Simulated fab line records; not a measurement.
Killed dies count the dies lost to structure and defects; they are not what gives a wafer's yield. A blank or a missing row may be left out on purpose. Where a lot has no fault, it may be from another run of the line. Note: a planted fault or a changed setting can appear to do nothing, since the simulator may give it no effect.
Which of the tools did it? | flow n5 finfet | 25 wafers from 9 lots sampled at 5 of the route's 1938 steps

WHAT THE GAUGES SHOWED, per wafer
N5_MOL_CONTACT_COAG_OVL_MEAS_41. Usual: for VD_OVL the level is 0.0 nm and the standard deviation is 0.74.
lot  | measured     | on         | VD_OVL (nm)    | flag
L479 | day 5 23:32  | overlay-02 | -1.9 0.5 -1.2  |
L480 | day 6 09:16  | overlay-02 | -0.7 -0.1 -0.8 |
L488 | day 8 09:36  | overlay-01 | 0.8 1.0        |
L490 | day 8 20:47  | overlay-01 | 0.0 -0.5       |
L491 | day 9 01:11  | overlay-01 | 0.0 -0.2 -0.7  |
L493 | day 9 12:04  | overlay-02 | -0.8 -0.1 -0.5 |
L496 | day 10 03:15 | overlay-02 | -0.4 -0.7 -0.1 |
L498 | day 10 22:56 | overlay-01 | 1.7 -0.8 0.4   |
L499 | day 11 07:46 | overlay-02 | 0.4 0.9 0.4    |

N5_BEOL_M4_RC_MEAS_101. Usual: DIBL_N 35.7 mV/V, standard deviation 1.3; DIBL_P 35.4 mV/V, standard deviation 1.8; IOFF_N 0.152 nA/um, standard deviation 0.027; IOFF_P 0.20 nA/um, standard deviation 0.034; ION_N 672 uA/um, standard deviation 9.8; ION_P 461 uA/um, standard deviation 7.5; SS_N 71.4 mV/dec, standard deviation 0.55; SS_P 73.1 mV/dec, standard deviation 0.61; VT_N 251 mV, standard deviation 3.3; VT_P -251 mV, standard deviation 3.6.
lot  | measured     | on        | DIBL_N (mV/V)  | DIBL_P (mV/V)  | IOFF_N (nA/um)    | IOFF_P (nA/um) | ION_N (uA/um) | ION_P (uA/um) | SS_N (mV/dec)  | SS_P (mV/dec)  | VT_N (mV)   | VT_P (mV)      | flag
L479 | day 8 13:11  | prober-02 | 34.3 34.6 33.5 | 36.0 34.9 35.0 | 0.149 0.144 0.146 | 0.18 0.17 0.17 | 676 664 670   | 457 455 459   | 70.9 71.6 70.7 | 72.8 72.0 73.0 | 252 254 251 | -255 -253 -252 |
L480 | day 8 23:14  | prober-01 | 35.8 36.4 36.6 | 36.2 37.6 37.3 | 0.162 0.186 0.188 | 0.18 0.19 0.19 | 676 688 673   | 452 469 453   | 71.3 71.3 72.3 | 73.1 73.7 73.8 | 253 246 251 | -258 -252 -253 |
L488 | day 11 00:10 | prober-02 | 35.2 34.1      | 34.3 33.3      | 0.139 0.125       | 0.16 0.15      | 649 659       | 445 449       | 71.2 70.1      | 73.1 73.0      | 252 251     | -256 -256      |
L490 | day 11 21:03 | prober-01 | 36.3 35.8      | 37.1 35.7      | 0.163 0.149       | 0.23 0.20      | 668 663       | 465 460       | 71.2 71.9      | 72.8 72.5      | 250 250     | -247 -248      |
L491 | day 11 16:05 | prober-01 | 35.6 35.8 37.4 | 34.7 35.1 37.0 | 0.137 0.145 0.172 | 0.17 0.18 0.21 | 675 665 670   | 451 456 454   | 71.7 71.5 71.8 | 73.1 73.2 73.4 | 254 253 250 | -254 -256 -251 |
L493 | day 12 15:07 | prober-01 | 34.7 33.4 35.4 | 33.2 31.7 35.0 | 0.143 0.122 0.164 | 0.19 0.17 0.21 | 674 666 676   | 463 462 469   | 72.2 71.8 72.1 | 73.0 73.3 73.5 | 252 254 252 | -249 -251 -249 |
L496 | day 12 17:35 | prober-02 | 33.4 33.5 36.0 | 34.1 33.9 36.6 | 0.116 0.108 0.151 | 0.15 0.15 0.18 | 656 649 663   | 451 445 452   | 71.0 70.8 71.3 | 72.4 72.5 73.1 | 256 258 251 | -258 -256 -257 |
L498 | day 13 20:10 | prober-01 | 34.3 36.4 35.3 | 34.6 36.6 35.2 | 0.123 0.150 0.124 | 0.18 0.20 0.17 | 663 673 667   | 458 464 456   | 71.2 71.5 71.2 | 72.0 73.5 72.7 | 253 250 253 | -252 -250 -251 |
L499 | day 14 06:29 | prober-02 | 34.8 33.8 35.4 | 33.5 32.4 34.7 | 0.121 0.104 0.132 | 0.19 0.17 0.20 | 674 653 668   | 459 457 467   | 70.5 70.8 71.3 | 73.0 72.3 73.0 | 254 259 252 | -252 -253 -249 |

EACH LOT AND THE TOOL THAT RAN IT (in order: tool; ch and the chambers of the sampled wafers; start)
lot  | N5_MOL_CONTACT_COAG_STRIP_96       | N5_MOL_CONTACT_COAG_ETCH_65        | N5_MOL_CONTACT_COAG_ALD_133
L479 | rie diel-01 ch 0,2,3, day 5 22:48  | rie diel-06 ch 2,3, day 5 23:40    | ald sin-03 ch 2,3, day 5 23:46
L480 | rie diel-06 ch 2,3, day 6 08:31    | rie diel-05 ch 2,3, day 6 09:23    | ald sin-04 ch 1,2,3, day 6 09:29
L488 | rie diel-05 ch 1,3, day 8 08:59    | rie diel-01 ch 0,1, day 8 09:43    | ald sin-01 ch 0,2, day 8 09:56
L490 | rie diel-05 ch 0,1, day 8 20:02    | rie diel-06 ch 0,3, day 8 20:54    | ald sin-01 ch 0,3, day 8 21:19
L491 | rie diel-06 ch 0,1,3, day 9 00:34  | rie diel-05 ch 0,3, day 9 01:19    | ald sin-03 ch 0,2,3, day 9 01:25
L493 | rie diel-06 ch 1,2, day 9 11:19    | rie diel-01 ch 2,3, day 9 12:14    | ald sin-03 ch 1,2,3, day 9 12:20
L496 | rie diel-01 ch 0,1, day 10 02:31   | rie diel-05 ch 1,2, day 10 03:26   | ald sin-04 ch 1,2,3, day 10 03:32
L498 | rie diel-06 ch 0,1,2, day 10 22:05 | rie diel-01 ch 1,2,3, day 10 23:11 | ald sin-01 ch 0,1,3, day 10 23:17
L499 | rie diel-06 ch 0,1,3, day 11 06:53 | rie diel-05 ch 1,2, day 11 07:54   | ald sin-01 ch 0,1,2, day 11 08:47
- N5_MOL_CONTACT_COAG_STRIP_96: strips in N2/H2.
- N5_MOL_CONTACT_COAG_ETCH_65: etches underlayer in N2/H2, target depth 13 nm, time 10.4 s.
- N5_MOL_CONTACT_COAG_ALD_133: deposits SiO2, target thk 5 nm, pulse time 1 s, co reactant pulse time 1 s.

AS READ BY THE TOOLS THEMSELVES (means over the sampled wafers that have a number; for cases with no such wafer, the mark the record gives instead)
N5_MOL_CONTACT_COAG_STRIP_96. Usual: drypump motor current A 5.6 A, standard deviation 0.48; oes product au 0.80 a.u., standard deviation 0.089; rf vpp V 122.1 V, standard deviation 1.3; showerhead plenum p Torr 3.41 Torr, standard deviation 0.12; throttle valve pct 18.94 %, standard deviation 0.27.
lot  | tool        | drypump motor current A (A) | oes product au (a.u.) | rf vpp V (V) | showerhead plenum p Torr (Torr) | throttle valve pct (%) | flag
L479 | rie diel-01 | 5.6                         | 0.78                  | 121.5        | 3.28                            | 19.09                  |
L480 | rie diel-06 | 5.8                         | 0.71                  | 121.7        | 3.37                            | 19.01                  |
L488 | rie diel-05 | 5.5                         | 0.91                  | 122.5        | 3.49                            | 18.53                  |
L490 | rie diel-05 | 5.8                         | 0.88                  | 122.2        | 3.34                            | 18.70                  |
L491 | rie diel-06 | 5.6                         | 0.80                  | 123.5        | 3.51                            | 19.01                  |
L493 | rie diel-06 | 6.1                         | 0.81                  | 123.1        | 3.48                            | 19.13                  |
L496 | rie diel-01 | 6.0                         | 0.68                  | 121.5        | 3.31                            | 19.28                  |
L498 | rie diel-06 | 5.6                         | 0.79                  | 124.0        | 3.46                            | 18.98                  |
L499 | rie diel-06 | 5.6                         | 0.88                  | 122.2        | 3.50                            | 18.89                  |

N5_MOL_CONTACT_COAG_ETCH_65. Usual: drypump motor current A 5.6 A, standard deviation 0.38; etch rf on time s 10.34 s, standard deviation 0.19; oes product au 0.69 a.u., standard deviation 0.076; rf vpp V 523.4 V, standard deviation 2.4; showerhead plenum p Torr 2.52 Torr, standard deviation 0.079; throttle valve pct 17.82 %, standard deviation 0.26.
lot  | tool        | drypump motor current A (A) | etch rf on time s (s) | oes product au (a.u.) | rf vpp V (V) | showerhead plenum p Torr (Torr) | throttle valve pct (%) | flag
L479 | rie diel-06 | 5.7                         | 10.51                 | 0.60                  | 524.5        | 2.59                            | 18.13                  |
L480 | rie diel-05 | 5.2                         | 10.23                 | 0.78                  | 527.2        | 2.63                            | 17.68                  |
L488 | rie diel-01 | 5.9                         | 10.60                 | 0.58                  | 522.5        | 2.51                            | 18.14                  |
L490 | rie diel-06 | 5.2                         | 10.38                 | 0.66                  | 526.7        | 2.65                            | 18.05                  |
L491 | rie diel-05 | 5.3                         | 10.34                 | 0.74                  | 523.9        | 2.55                            | 17.58                  |
L493 | rie diel-01 | 5.3                         | 10.38                 | 0.66                  | 521.8        | 2.45                            | 17.72                  |
L496 | rie diel-05 | 5.8                         | 10.05                 | 0.74                  | 523.2        | 2.50                            | 17.89                  |
L498 | rie diel-01 | 5.5                         | 10.30                 | 0.64                  | 521.9        | 2.46                            | 17.81                  |
L499 | rie diel-05 | 6.0                         | 10.14                 | 0.74                  | 524.3        | 2.54                            | 17.73                  |

N5_MOL_CONTACT_COAG_ALD_133. Usual: heater power w 80 W, standard deviation 7.1; precursor pulse height rel 1.000, standard deviation 0.02.
lot  | tool       | heater power w (W) | precursor pulse height rel | flag
L479 | ald sin-03 | 76                 | 0.993                      |
L480 | ald sin-04 | 82                 | 0.999                      |
L488 | ald sin-01 | 77                 | 1.012                      |
L490 | ald sin-01 | 70                 | 1.011                      |
L491 | ald sin-03 | 80                 | 1.013                      |
L493 | ald sin-03 | 80                 | 0.987                      |
L496 | ald sin-04 | 79                 | 1.021                      |
L498 | ald sin-01 | 78                 | 1.011                      |
L499 | ald sin-01 | 83                 | 1.002                      |

THE ANSWER, worked out from the rows above alone
Rule: lot off if the mean of its wafers having a number is beyond 3 standard deviations from the usual mean. A lot without any number at a reading at which 4 lots or more have one is off too. The other lots that the step has rows for count as sound. Order of review: gauges by route order, followed by the tools' own readings, for which a lot's mean as printed above is used. The first step at which some lot is off is used, and at that step the reading that is off furthest; a lot without a number counts as furthest.
None of the lots is off at any reading shown; this tells nothing.

WHAT THE SIMULATOR PUT IN
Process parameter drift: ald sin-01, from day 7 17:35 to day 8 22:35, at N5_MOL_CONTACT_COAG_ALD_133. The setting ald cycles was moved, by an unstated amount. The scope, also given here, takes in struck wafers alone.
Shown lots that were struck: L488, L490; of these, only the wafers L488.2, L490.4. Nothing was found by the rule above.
